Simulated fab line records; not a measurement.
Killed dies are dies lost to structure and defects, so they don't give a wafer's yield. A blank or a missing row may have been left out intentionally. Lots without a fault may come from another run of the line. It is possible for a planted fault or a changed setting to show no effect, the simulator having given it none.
Matching of chambers + flow nand harc + rie diel-13 running NHARC_P_ZERO_WELL_ETCH_65: 4 sister chambers
The step etches the open film in N2/H2, target depth 80 nm, overetch 24 nm, time 87.88 s. 4 wafers are shown with their chamber, then 12 later ones without.

WAFERS WITH THEIR CHAMBER
| wafer  | chamber | showerhead plenum p Torr (Torr) |
|--------|---------|---------------------------------|
| L080.6 | 1       | 1.89                            |
| L087.6 | 3       | 1.91                            |
| L088.3 | 2       | 2.13                            |
| L088.6 | 0       | 2.06                            |

WAFERS WITHOUT THEIR CHAMBER
| wafer  | showerhead plenum p Torr (Torr) |
|--------|---------------------------------|
| L090.1 | 2.05                            |
| L090.2 | 2.13                            |
| L090.6 | 2.22                            |
| L094.1 | 1.91                            |
| L094.2 | 2.05                            |
| L094.5 | 1.91                            |
| L095.1 | 2.12                            |
| L095.2 | 2.05                            |
| L095.5 | 1.91                            |
| L096.1 | 2.21                            |
| L096.3 | 2.12                            |
| L096.4 | 1.90                            |

EACH ONE'S CHAMBER
| wafer  | from the rows above     | in truth |
|--------|-------------------------|----------|
| L090.1 | can't be placed: 0 or 2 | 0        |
| L090.2 | can't be placed: 2 or 0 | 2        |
| L090.6 | can't be placed: 2 or 0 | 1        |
| L094.1 | can't be placed: 3 or 1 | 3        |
| L094.2 | can't be placed: 0 or 2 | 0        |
| L094.5 | can't be placed: 3 or 1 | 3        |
| L095.1 | can't be placed: 2 or 0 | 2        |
| L095.2 | can't be placed: 0 or 2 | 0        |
| L095.5 | can't be placed: 3 or 1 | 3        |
| L096.1 | can't be placed: 2 or 0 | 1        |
| L096.3 | can't be placed: 2 or 0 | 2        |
| L096.4 | can't be placed: 1 or 3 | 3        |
Correct placement for 0 of the 12. Cannot be placed on the basis of these rows: 12; the candidates contain the true chamber in 10. Wrongly placed: 0.
How it was worked out, from the rows above alone: a wafer's distance from a chamber is the root of the sum, over the readings, of the square of ((its reading less the chamber's mean) divided by the reading's scatter). The wafer belongs to the nearest chamber; if the next one is less than 2 further off, it can't be placed. A chamber's mean is the mean of its shown wafers. The scatter: with one shown wafer a chamber, the root of the mean of the squares of how far each hidden wafer lies from its nearest shown one.
